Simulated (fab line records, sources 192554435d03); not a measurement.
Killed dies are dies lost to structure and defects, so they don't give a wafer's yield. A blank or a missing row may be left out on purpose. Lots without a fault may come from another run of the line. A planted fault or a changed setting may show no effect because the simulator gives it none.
fab line records | flow n5_finfet
record lots=7 wafers=39
route steps=1938 shown BEOL_M10@1526 BEOL_M14@1751
start_h: hours from the record's first day to the start of the lot's first wafer shown | wait_h: hours since the lot's step before | " the same as in the row above | L1.1+2: a row that stands for several wafers | - no value, or no start given | * or withheld: withheld | < > ~ a bound
route shown NAME@n: a module of which the file shows steps, and the number in the route of the first | usual: mean/standard deviation of fault-free wafers | same: alike in all rows | chamber/n: place in a boat | sites: the reading at each site | _std_site: their standard deviation | _edge_site: outer sites' mean less inner sites' | radius_mm: how far each site lies from the wafer's centre | mask NAME#n: copy n | behind: the tool/chamber that last shaped the wafer | hold: why the lot was held/for how many hours/how that ended | device: the transistor (n, p or np) that didn't switch | end of line: the same wafers' tests at the end of the route | a step without rows: its recipe alone | killed: dies lost to structure and defects at the first sort, not the wafer's yield | map: a wafer's dies, x killed, . not, _ none there
set.NAME: the setting as run; set.NAME@STEP: as run at that earlier step | model.NAME: the simulator's own value behind a step, which no gauge read
lots whose settings were changed on purpose; a table a step, a row a wafer
## steps
# step N5_BEOL_M10_CVD_75
# recipe material=Co target_thk_a=20 temp_c=withheld precursor=CCTBA/H2 pressure_torr=30 time_s=138.9
# columns lot.wafer tool chamber start_h wait_h set.target_thk_a model.Co_of_BEOL_M10_CVD_75.thk_nm
L074.1+3+6 cvd_co-02 2,1,2 222.73 0.1 20 2
L080.1+3 cvd_co-01 0,2 246.53 0.1 29.21 3
L080.2 " 1 " " 20 1.8
L080.4+6 " 1,2 " " 20 2
L080.5 " 0 " " 29.21 2.8
L082.1+3+6 cvd_co-02 2,1,2 270.64 0.2 20 2
L082.2+4 " 0 " " 16.95 1.8
L082.5 " 1 " " 16.95 1.6
L086.1 cvd_co-02 1 276.98 0.2 20 1.8
L086.2 " 2 " " 20 2
L086.3 " 0 " " 20 2.2
L086.4+6 " 0,2 " " 29.64 3
L086.5 " 1 " " 29.64 2.8
L087.1 cvd_co-01 0 297.11 0.1 26.04 2.6
L087.2 " 2 " " 20 2.2
L087.3 " 1 " " 20 1.8
L087.4 " 2 " " 26.04 2.8
L087.5 " 1 " " 26.04 2.4
L087.6 " 0 " " 20 2
L095.1+2+6 cvd_co-01 2,0,0 337.54 0.0 20 2
L095.3 " 0 " " 30.75 3.2
L095.4+5 " 2 " " 30.75 3
L096.1+3 cvd_co-01 2 347.22 0.0 28.52 3
L096.2+5 " 0 " " 20 2.2
L096.4 " 0 " " 28.52 2.8
L096.6 " 2 " " 20 2
# step N5_BEOL_M14_ETCH_68
# recipe chemistry=N2/H2 target=SOC mask_material=SiARC source_w=3000 bias_w=350 temp_c=40 time_s=450 ion_energy_ev=200 pressure_mtorr=30 n2_flow_sccm=200 h2_flow_sccm=200
# columns lot.wafer tool chamber start_h wait_h set.time_s model.SiARC_of_BEOL_M14_COAT_66.thk_nm
L074.1+6 rie_diel-04 1,0 249.71 0.1 450 65.4
L074.3 " 3 " " 450 64.8
L080.1 rie_diel-05 3 267.46 0.1 450 63.8
L080.2 " 1 " " 450 64.4
L080.3+5 " 2 " " 450 66.8
L080.4 " 0 " " 450 64.6
L080.6 " 3 " " 450 64.2
L082.1+2 rie_diel-04 1,3 291.31 0.1 450 64.2
L082.3 " 0 " " 450 66.2
L082.4+5 " 2,0 " " 590 51.6
L082.6 " 1 " " 590 49.8
L086.1+2 rie_diel-04 2,1 301.58 0.1 252.4 85
L086.3 " 3 " " 450 65
L086.4 " 0 " " 252.4 85.4
L086.5 " 1 " " 450 65.2
L086.6 " 2 " " 450 65.4
L087.1 rie_diel-04 2 320.87 0.1 450 65.2
L087.2 " 1 " " 364.2 74
L087.3 " 3 " " 364.2 73.4
L087.4 " 0 " " 364.2 74.6
L087.5 " 3 " " 450 64.6
L087.6 " 0 " " 450 66.8
L095.1 rie_diel-04 2 362.17 0.1 450 65.6
L095.2 " 0 " " 450 66.4
L095.3+6 " 3,2 " " 450 65.4
L095.4 " 1 " " 450 64.2
L095.5 " 1 " " 450 64.4
L096.1 rie_diel-01 3 369.65 0.1 322 78.2
L096.2+3 " 2,0 " " 322 78.8
L096.4 " 1 " " 450 64.6
L096.5 " 0 " " 450 66.6
L096.6 " 3 " " 450 64.4
## key
split step=N5_BEOL_M10_CVD_75 setting=target_thk_a stated=20 by=wafer
response step=N5_BEOL_M10_CVD_75 reading=model.Co_of_BEOL_M10_CVD_75.thk_nm change=+0.0199 per=1% r=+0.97
split step=N5_BEOL_M14_ETCH_68 setting=time_s stated=450 by=wafer
response step=N5_BEOL_M14_ETCH_68 reading=model.SiARC_of_BEOL_M14_COAT_66.thk_nm change=-0.455 per=1% r=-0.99
